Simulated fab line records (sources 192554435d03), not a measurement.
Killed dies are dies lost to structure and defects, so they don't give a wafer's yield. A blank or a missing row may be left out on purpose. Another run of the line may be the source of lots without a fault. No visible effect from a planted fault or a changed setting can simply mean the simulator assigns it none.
The tool behind it: which one? || flow n5-finfet || 9 lots with 27 wafers sampled at 5 steps, on a route of 1938 steps

WHAT THE GAUGES SHOWED, per wafer
N5_BEOL_M0_SAQP_CD_MEAS_29 targets a cd of 14.4 nm. Usual: 15.01 nm for cd-nm, sd 0.23.
{"lot": "L254", "measured": "day 6 15:29", "on": "cd-sem-03", "cd-nm (nm)": "14.51 14.95 14.59", "flag": ""}
{"lot": "L259", "measured": "day 7 11:07", "on": "cd-sem-01", "cd-nm (nm)": "15.29 15.11 15.01", "flag": ""}
{"lot": "L260", "measured": "day 7 17:03", "on": "cd-sem-01", "cd-nm (nm)": "15.34 15.39 15.11", "flag": ""}
{"lot": "L261", "measured": "day 8 00:10", "on": "cd-sem-03", "cd-nm (nm)": "14.93 15.30 14.73", "flag": ""}
{"lot": "L262", "measured": "day 8 08:57", "on": "cd-sem-03", "cd-nm (nm)": "15.13 15.31 14.77", "flag": ""}
{"lot": "L268", "measured": "day 9 22:10", "on": "cd-sem-01", "cd-nm (nm)": "14.77 15.16 15.09", "flag": ""}
{"lot": "L271", "measured": "day 10 16:01", "on": "cd-sem-03", "cd-nm (nm)": "15.06 15.43 15.01", "flag": ""}
{"lot": "L272", "measured": "day 10 19:50", "on": "cd-sem-03", "cd-nm (nm)": "15.15 15.05 15.20", "flag": ""}
{"lot": "L273", "measured": "day 11 01:52", "on": "cd-sem-03", "cd-nm (nm)": "14.98 15.34 15.01", "flag": ""}

N5_BEOL_M4_RC_MEAS_101. Usual: DIBL_N 35.8 mV/V, standard deviation 1.6; DIBL_P 36.0 mV/V, standard deviation 1.9; IOFF_N 0.151 nA/um, standard deviation 0.029; IOFF_P 0.21 nA/um, standard deviation 0.037; ION_N 673 uA/um, standard deviation 12; ION_P 463 uA/um, standard deviation 7.3; SS_N 71.5 mV/dec, standard deviation 0.58; SS_P 73.2 mV/dec, standard deviation 0.61; VT_N 251 mV, standard deviation 3.3; VT_P -250 mV, standard deviation 3.3.
{"lot": "L254", "measured": "day 8 18:42", "on": "prober-01", "DIBL_N (mV/V)": "36.8 35.3 34.1", "DIBL_P (mV/V)": "36.7 34.5 33.3", "IOFF_N (nA/um)": "0.151 0.128 0.108", "IOFF_P (nA/um)": "0.20 0.17 0.15", "ION_N (uA/um)": "668 657 652", "ION_P (uA/um)": "456 457 452", "SS_N (mV/dec)": "72.1 71.0 71.1", "SS_P (mV/dec)": "73.5 72.6 72.0", "VT_N (mV)": "253 254 257", "VT_P (mV)": "-252 -253 -253", "flag": ""}
{"lot": "L259", "measured": "day 10 04:25", "on": "prober-02", "DIBL_N (mV/V)": "37.0 38.3 37.5", "DIBL_P (mV/V)": "36.4 38.8 38.3", "IOFF_N (nA/um)": "0.145 0.186 0.174", "IOFF_P (nA/um)": "0.19 0.23 0.21", "ION_N (uA/um)": "670 682 689", "ION_P (uA/um)": "464 463 468", "SS_N (mV/dec)": "72.6 72.5 72.1", "SS_P (mV/dec)": "72.2 74.0 73.4", "VT_N (mV)": "251 250 249", "VT_P (mV)": "-251 -250 -249", "flag": ""}
{"lot": "L260", "measured": "day 9 18:19", "on": "prober-01", "DIBL_N (mV/V)": "34.8 35.8 34.7", "DIBL_P (mV/V)": "32.8 35.3 34.9", "IOFF_N (nA/um)": "0.112 0.133 0.124", "IOFF_P (nA/um)": "0.14 0.17 0.18", "ION_N (uA/um)": "664 668 657", "ION_P (uA/um)": "453 461 453", "SS_N (mV/dec)": "71.5 71.8 71.6", "SS_P (mV/dec)": "72.6 73.1 72.9", "VT_N (mV)": "255 252 251", "VT_P (mV)": "-257 -252 -252", "flag": ""}
{"lot": "L261", "measured": "day 9 21:20", "on": "prober-02", "DIBL_N (mV/V)": "34.8 34.7 35.2", "DIBL_P (mV/V)": "35.5 36.2 35.7", "IOFF_N (nA/um)": "0.154 0.152 0.161", "IOFF_P (nA/um)": "0.22 0.24 0.23", "ION_N (uA/um)": "681 685 672", "ION_P (uA/um)": "478 478 460", "SS_N (mV/dec)": "71.6 71.5 72.5", "SS_P (mV/dec)": "72.6 72.9 73.2", "VT_N (mV)": "254 253 250", "VT_P (mV)": "-247 -244 -245", "flag": ""}
{"lot": "L262", "measured": "day 10 23:20", "on": "prober-02", "DIBL_N (mV/V)": "35.1 32.7 35.1", "DIBL_P (mV/V)": "36.2 34.1 37.4", "IOFF_N (nA/um)": "0.152 0.119 0.175", "IOFF_P (nA/um)": "0.22 0.19 0.25", "ION_N (uA/um)": "666 669 691", "ION_P (uA/um)": "462 465 475", "SS_N (mV/dec)": "72.1 70.8 71.3", "SS_P (mV/dec)": "72.9 73.1 73.8", "VT_N (mV)": "254 252 247", "VT_P (mV)": "-247 -248 -247", "flag": ""}
{"lot": "L268", "measured": "day 12 14:29", "on": "prober-02", "DIBL_N (mV/V)": "35.2 38.9 35.8", "DIBL_P (mV/V)": "33.6 39.2 35.5", "IOFF_N (nA/um)": "0.151 0.229 0.163", "IOFF_P (nA/um)": "0.21 0.31 0.24", "ION_N (uA/um)": "688 695 678", "ION_P (uA/um)": "470 476 470", "SS_N (mV/dec)": "71.8 71.9 72.0", "SS_P (mV/dec)": "73.0 74.0 73.4", "VT_N (mV)": "250 244 248", "VT_P (mV)": "-247 -245 -246", "flag": ""}
{"lot": "L271", "measured": "day 12 20:47", "on": "prober-02", "DIBL_N (mV/V)": "35.8 33.0 35.1", "DIBL_P (mV/V)": "36.4 32.9 35.1", "IOFF_N (nA/um)": "0.151 0.107 0.144", "IOFF_P (nA/um)": "0.23 0.17 0.21", "ION_N (uA/um)": "665 649 672", "ION_P (uA/um)": "460 454 461", "SS_N (mV/dec)": "71.4 70.8 71.1", "SS_P (mV/dec)": "72.8 72.0 73.1", "VT_N (mV)": "251 252 252", "VT_P (mV)": "-247 -252 -250", "flag": ""}
{"lot": "L272", "measured": "day 13 10:53", "on": "prober-01", "DIBL_N (mV/V)": "34.1 38.7 34.6", "DIBL_P (mV/V)": "35.2 39.7 37.3", "IOFF_N (nA/um)": "0.132 0.234 0.162", "IOFF_P (nA/um)": "0.18 0.26 0.22", "ION_N (uA/um)": "647 708 687", "ION_P (uA/um)": "459 469 470", "SS_N (mV/dec)": "71.3 72.9 72.3", "SS_P (mV/dec)": "73.8 74.2 73.6", "VT_N (mV)": "253 244 246", "VT_P (mV)": "-253 -247 -254", "flag": ""}
{"lot": "L273", "measured": "day 13 18:34", "on": "prober-01", "DIBL_N (mV/V)": "37.7 36.0 35.0", "DIBL_P (mV/V)": "38.0 36.1 33.9", "IOFF_N (nA/um)": "0.210 0.178 0.142", "IOFF_P (nA/um)": "0.29 0.24 0.20", "ION_N (uA/um)": "692 681 678", "ION_P (uA/um)": "477 473 467", "SS_N (mV/dec)": "72.4 71.2 71.7", "SS_P (mV/dec)": "73.5 73.3 72.5", "VT_N (mV)": "247 246 250", "VT_P (mV)": "-245 -248 -250", "flag": ""}

EACH LOT AND THE TOOL THAT RAN IT (in order: tool; ch and the chambers of the sampled wafers; start)
{"lot": "L254", "N5_BEOL_M0_SAQP_ETCH_88": "rie-diel-06 ch 0,3, day 6 15:56", "N5_BEOL_M0_SAQP_ETCH_73": "rie-diel-06 ch 0,3, day 6 15:58", "N5_BEOL_M0_SAQP_ALD_48": "ald-sin-02 ch 0,1,2, day 6 16:11"}
{"lot": "L259", "N5_BEOL_M0_SAQP_ETCH_88": "rie-diel-01 ch 1,2,3, day 7 11:50", "N5_BEOL_M0_SAQP_ETCH_73": "rie-diel-01 ch 1,2,3, day 7 11:51", "N5_BEOL_M0_SAQP_ALD_48": "ald-sin-03 ch 0,3, day 7 12:05"}
{"lot": "L260", "N5_BEOL_M0_SAQP_ETCH_88": "rie-diel-01 ch 0,3, day 7 17:31", "N5_BEOL_M0_SAQP_ETCH_73": "rie-diel-01 ch 0,3, day 7 17:32", "N5_BEOL_M0_SAQP_ALD_48": "ald-sin-01 ch 0,3, day 7 17:53"}
{"lot": "L261", "N5_BEOL_M0_SAQP_ETCH_88": "rie-diel-01 ch 0,1,3, day 8 00:38", "N5_BEOL_M0_SAQP_ETCH_73": "rie-diel-01 ch 0,1,3, day 8 00:38", "N5_BEOL_M0_SAQP_ALD_48": "ald-sin-02 ch 1,2, day 8 00:53"}
{"lot": "L262", "N5_BEOL_M0_SAQP_ETCH_88": "rie-diel-06 ch 0,2,3, day 8 09:31", "N5_BEOL_M0_SAQP_ETCH_73": "rie-diel-06 ch 0,2,3, day 8 09:32", "N5_BEOL_M0_SAQP_ALD_48": "ald-sin-02 ch 0,1,3, day 8 10:10"}
{"lot": "L268", "N5_BEOL_M0_SAQP_ETCH_88": "rie-diel-01 ch 0,1,2, day 9 23:16", "N5_BEOL_M0_SAQP_ETCH_73": "rie-diel-01 ch 0,1,2, day 9 23:17", "N5_BEOL_M0_SAQP_ALD_48": "ald-sin-02 ch 0,1,2, day 10 00:15"}
{"lot": "L271", "N5_BEOL_M0_SAQP_ETCH_88": "rie-diel-06 ch 2,3, day 10 16:36", "N5_BEOL_M0_SAQP_ETCH_73": "rie-diel-06 ch 2,3, day 10 16:37", "N5_BEOL_M0_SAQP_ALD_48": "ald-sin-03 ch 2,3, day 10 18:35"}
{"lot": "L272", "N5_BEOL_M0_SAQP_ETCH_88": "rie-diel-05 ch 0,1, day 10 20:19", "N5_BEOL_M0_SAQP_ETCH_73": "rie-diel-05 ch 0,1, day 10 20:20", "N5_BEOL_M0_SAQP_ALD_48": "ald-sin-03 ch 0,1,2, day 10 20:38"}
{"lot": "L273", "N5_BEOL_M0_SAQP_ETCH_88": "rie-diel-06 ch 2,3, day 11 02:27", "N5_BEOL_M0_SAQP_ETCH_73": "rie-diel-06 ch 2,3, day 11 02:28", "N5_BEOL_M0_SAQP_ALD_48": "ald-sin-01 ch 1,2,3, day 11 02:42"}
- N5_BEOL_M0_SAQP_ETCH_88: etches underlayer in N2/H2, target depth 6.5 nm, time 5.2 s.
- N5_BEOL_M0_SAQP_ETCH_73: etches SiARC in CF4, target depth 19.5 nm, time 32.5 s.
- N5_BEOL_M0_SAQP_ALD_48: deposits SiO2, target thk 20 nm, pulse time 1 s, co reactant pulse time 1 s.

AS READ BY THE TOOLS THEMSELVES (means over the sampled wafers that have a number; for cases with no such wafer, the mark the record gives instead)
N5_BEOL_M0_SAQP_ETCH_88. Usual: bias-w 150.0 W, standard deviation 0.46; chamber-pressure-mTorr 29.97 mTorr, standard deviation 0.28; drypump-motor-current-A 5.9 A, standard deviation 0.37; etch-rf-on-time-s 5.23 s, standard deviation 0.13; h2-flow-sccm 200.0 sccm, standard deviation 0.61; oes-product-au 0.64 a.u., standard deviation 0.055; rf-vpp-V 524.1 V, standard deviation 2.9; showerhead-plenum-p-Torr 2.55 Torr, standard deviation 0.1; throttle-valve-pct 17.81 %, standard deviation 0.24.
{"lot": "L254", "tool": "rie-diel-06", "bias-w (W)": 149.8, "chamber-pressure-mTorr (mTorr)": 29.98, "drypump-motor-current-A (A)": 5.8, "etch-rf-on-time-s (s)": 5.29, "h2-flow-sccm (sccm)": 199.3, "oes-product-au (a.u.)": 0.66, "rf-vpp-V (V)": 523.5, "showerhead-plenum-p-Torr (Torr)": 2.52, "throttle-valve-pct (%)": 18.07, "flag": ""}
{"lot": "L259", "tool": "rie-diel-01", "bias-w (W)": 149.6, "chamber-pressure-mTorr (mTorr)": 29.98, "drypump-motor-current-A (A)": 6.1, "etch-rf-on-time-s (s)": 5.21, "h2-flow-sccm (sccm)": 199.6, "oes-product-au (a.u.)": 0.64, "rf-vpp-V (V)": 522.9, "showerhead-plenum-p-Torr (Torr)": 2.57, "throttle-valve-pct (%)": 17.64, "flag": ""}
{"lot": "L260", "tool": "rie-diel-01", "bias-w (W)": "-", "chamber-pressure-mTorr (mTorr)": "-", "drypump-motor-current-A (A)": "-", "etch-rf-on-time-s (s)": "-", "h2-flow-sccm (sccm)": "-", "oes-product-au (a.u.)": "-", "rf-vpp-V (V)": "-", "showerhead-plenum-p-Torr (Torr)": "-", "throttle-valve-pct (%)": "-", "flag": "OFF"}
{"lot": "L261", "tool": "rie-diel-01", "bias-w (W)": "-", "chamber-pressure-mTorr (mTorr)": "-", "drypump-motor-current-A (A)": "-", "etch-rf-on-time-s (s)": "-", "h2-flow-sccm (sccm)": "-", "oes-product-au (a.u.)": "-", "rf-vpp-V (V)": "-", "showerhead-plenum-p-Torr (Torr)": "-", "throttle-valve-pct (%)": "-", "flag": "OFF"}
{"lot": "L262", "tool": "rie-diel-06", "bias-w (W)": "-", "chamber-pressure-mTorr (mTorr)": "-", "drypump-motor-current-A (A)": "-", "etch-rf-on-time-s (s)": "-", "h2-flow-sccm (sccm)": "-", "oes-product-au (a.u.)": "-", "rf-vpp-V (V)": "-", "showerhead-plenum-p-Torr (Torr)": "-", "throttle-valve-pct (%)": "-", "flag": "OFF"}
{"lot": "L268", "tool": "rie-diel-01", "bias-w (W)": 149.8, "chamber-pressure-mTorr (mTorr)": 29.97, "drypump-motor-current-A (A)": 6.0, "etch-rf-on-time-s (s)": 5.10, "h2-flow-sccm (sccm)": 200.1, "oes-product-au (a.u.)": 0.66, "rf-vpp-V (V)": 524.9, "showerhead-plenum-p-Torr (Torr)": 2.59, "throttle-valve-pct (%)": 17.65, "flag": ""}
{"lot": "L271", "tool": "rie-diel-06", "bias-w (W)": 150.0, "chamber-pressure-mTorr (mTorr)": 30.04, "drypump-motor-current-A (A)": 6.4, "etch-rf-on-time-s (s)": 5.31, "h2-flow-sccm (sccm)": 200.4, "oes-product-au (a.u.)": 0.63, "rf-vpp-V (V)": 524.7, "showerhead-plenum-p-Torr (Torr)": 2.53, "throttle-valve-pct (%)": 17.83, "flag": ""}
{"lot": "L272", "tool": "rie-diel-05", "bias-w (W)": 150.5, "chamber-pressure-mTorr (mTorr)": 29.98, "drypump-motor-current-A (A)": 5.9, "etch-rf-on-time-s (s)": 5.31, "h2-flow-sccm (sccm)": 200.9, "oes-product-au (a.u.)": 0.60, "rf-vpp-V (V)": 519.9, "showerhead-plenum-p-Torr (Torr)": 2.42, "throttle-valve-pct (%)": 17.75, "flag": ""}
{"lot": "L273", "tool": "rie-diel-06", "bias-w (W)": 150.0, "chamber-pressure-mTorr (mTorr)": 29.95, "drypump-motor-current-A (A)": 6.3, "etch-rf-on-time-s (s)": 5.31, "h2-flow-sccm (sccm)": 200.2, "oes-product-au (a.u.)": 0.64, "rf-vpp-V (V)": 525.0, "showerhead-plenum-p-Torr (Torr)": 2.55, "throttle-valve-pct (%)": 17.93, "flag": ""}

N5_BEOL_M0_SAQP_ETCH_73. Usual: bias-w 36.01 W, standard deviation 0.1; cf4-flow-sccm 100.0 sccm, standard deviation 0.31; drypump-motor-current-A 5.9 A, standard deviation 0.36; etch-rf-on-time-s 32.7 s, standard deviation 0.68; oes-product-au 0.64 a.u., standard deviation 0.053; rf-vpp-V 184.2 V, standard deviation 1.2; showerhead-plenum-p-Torr 2.15 Torr, standard deviation 0.079; throttle-valve-pct 15.61 %, standard deviation 0.21.
{"lot": "L254", "tool": "rie-diel-06", "bias-w (W)": 36.02, "cf4-flow-sccm (sccm)": 99.9, "drypump-motor-current-A (A)": 5.8, "etch-rf-on-time-s (s)": 32.9, "oes-product-au (a.u.)": 0.66, "rf-vpp-V (V)": 183.5, "showerhead-plenum-p-Torr (Torr)": 2.13, "throttle-valve-pct (%)": 15.81, "flag": ""}
{"lot": "L259", "tool": "rie-diel-01", "bias-w (W)": 35.99, "cf4-flow-sccm (sccm)": 100.0, "drypump-motor-current-A (A)": 6.2, "etch-rf-on-time-s (s)": 32.3, "oes-product-au (a.u.)": 0.64, "rf-vpp-V (V)": 183.6, "showerhead-plenum-p-Torr (Torr)": 2.16, "throttle-valve-pct (%)": 15.41, "flag": ""}
{"lot": "L260", "tool": "rie-diel-01", "bias-w (W)": 36.07, "cf4-flow-sccm (sccm)": 100.3, "drypump-motor-current-A (A)": 5.6, "etch-rf-on-time-s (s)": 32.6, "oes-product-au (a.u.)": 0.68, "rf-vpp-V (V)": 185.2, "showerhead-plenum-p-Torr (Torr)": 2.25, "throttle-valve-pct (%)": 15.64, "flag": ""}
{"lot": "L261", "tool": "rie-diel-01", "bias-w (W)": 36.03, "cf4-flow-sccm (sccm)": 100.0, "drypump-motor-current-A (A)": 5.9, "etch-rf-on-time-s (s)": 32.1, "oes-product-au (a.u.)": 0.67, "rf-vpp-V (V)": 185.6, "showerhead-plenum-p-Torr (Torr)": 2.23, "throttle-valve-pct (%)": 15.49, "flag": ""}
{"lot": "L262", "tool": "rie-diel-06", "bias-w (W)": 35.88, "cf4-flow-sccm (sccm)": 99.9, "drypump-motor-current-A (A)": 5.9, "etch-rf-on-time-s (s)": 33.7, "oes-product-au (a.u.)": 0.62, "rf-vpp-V (V)": 183.7, "showerhead-plenum-p-Torr (Torr)": 2.11, "throttle-valve-pct (%)": 15.80, "flag": ""}
{"lot": "L268", "tool": "rie-diel-01", "bias-w (W)": 35.99, "cf4-flow-sccm (sccm)": 100.1, "drypump-motor-current-A (A)": 6.1, "etch-rf-on-time-s (s)": 32.1, "oes-product-au (a.u.)": 0.66, "rf-vpp-V (V)": 184.4, "showerhead-plenum-p-Torr (Torr)": 2.18, "throttle-valve-pct (%)": 15.50, "flag": ""}
{"lot": "L271", "tool": "rie-diel-06", "bias-w (W)": 35.93, "cf4-flow-sccm (sccm)": 99.9, "drypump-motor-current-A (A)": 6.3, "etch-rf-on-time-s (s)": 33.4, "oes-product-au (a.u.)": 0.62, "rf-vpp-V (V)": 183.9, "showerhead-plenum-p-Torr (Torr)": 2.14, "throttle-valve-pct (%)": 15.63, "flag": ""}
{"lot": "L272", "tool": "rie-diel-05", "bias-w (W)": 36.07, "cf4-flow-sccm (sccm)": 100.2, "drypump-motor-current-A (A)": 5.9, "etch-rf-on-time-s (s)": 32.6, "oes-product-au (a.u.)": 0.61, "rf-vpp-V (V)": 183.5, "showerhead-plenum-p-Torr (Torr)": 2.05, "throttle-valve-pct (%)": 15.62, "flag": ""}
{"lot": "L273", "tool": "rie-diel-06", "bias-w (W)": 36.03, "cf4-flow-sccm (sccm)": 99.9, "drypump-motor-current-A (A)": 6.3, "etch-rf-on-time-s (s)": 33.0, "oes-product-au (a.u.)": 0.64, "rf-vpp-V (V)": 184.2, "showerhead-plenum-p-Torr (Torr)": 2.16, "throttle-valve-pct (%)": 15.65, "flag": ""}

N5_BEOL_M0_SAQP_ALD_48. Usual: chamber-pressure-Torr 2.000 Torr, standard deviation 0.0038; heater-power-w 79 W, standard deviation 5.4; precursor-pulse-height-rel 0.998, standard deviation 0.02.
{"lot": "L254", "tool": "ald-sin-02", "chamber-pressure-Torr (Torr)": 2.000, "heater-power-w (W)": 76, "precursor-pulse-height-rel": 1.006, "flag": ""}
{"lot": "L259", "tool": "ald-sin-03", "chamber-pressure-Torr (Torr)": 1.999, "heater-power-w (W)": 83, "precursor-pulse-height-rel": 0.997, "flag": ""}
{"lot": "L260", "tool": "ald-sin-01", "chamber-pressure-Torr (Torr)": 1.998, "heater-power-w (W)": 85, "precursor-pulse-height-rel": 0.980, "flag": ""}
{"lot": "L261", "tool": "ald-sin-02", "chamber-pressure-Torr (Torr)": 2.001, "heater-power-w (W)": 81, "precursor-pulse-height-rel": 0.972, "flag": ""}
{"lot": "L262", "tool": "ald-sin-02", "chamber-pressure-Torr (Torr)": 2.000, "heater-power-w (W)": 74, "precursor-pulse-height-rel": 0.968, "flag": ""}
{"lot": "L268", "tool": "ald-sin-02", "chamber-pressure-Torr (Torr)": 2.001, "heater-power-w (W)": 76, "precursor-pulse-height-rel": 0.999, "flag": ""}
{"lot": "L271", "tool": "ald-sin-03", "chamber-pressure-Torr (Torr)": 1.994, "heater-power-w (W)": 81, "precursor-pulse-height-rel": 0.973, "flag": ""}
{"lot": "L272", "tool": "ald-sin-03", "chamber-pressure-Torr (Torr)": 1.998, "heater-power-w (W)": 74, "precursor-pulse-height-rel": 1.000, "flag": ""}
{"lot": "L273", "tool": "ald-sin-01", "chamber-pressure-Torr (Torr)": 2.000, "heater-power-w (W)": 82, "precursor-pulse-height-rel": 0.995, "flag": ""}

THE ANSWER, worked out from the rows above alone
Rule: a lot counts as off when the mean over its wafers that have a number is more than 3 standard deviations away from the usual mean. A lot without any number at a reading at which 4 lots or more have one is off too. Any other lot the step has rows for is counted as sound. First the gauges in route order, then the tools' own readings, where a lot's mean is used as printed above. The first step at which some lot is off is used, and at that step the reading that is off furthest; a lot without a number counts as furthest.
Off, at N5_BEOL_M0_SAQP_ETCH_88 on bias-w: L260, L261, L262. Without a number there: L260, L261, L262.
A tool fits if, at that step or a process step before it, it ran every lot that is off, and no sound lot after the first of them. Of those tried, none fits.

WHAT THE SIMULATOR HAD INSERTED
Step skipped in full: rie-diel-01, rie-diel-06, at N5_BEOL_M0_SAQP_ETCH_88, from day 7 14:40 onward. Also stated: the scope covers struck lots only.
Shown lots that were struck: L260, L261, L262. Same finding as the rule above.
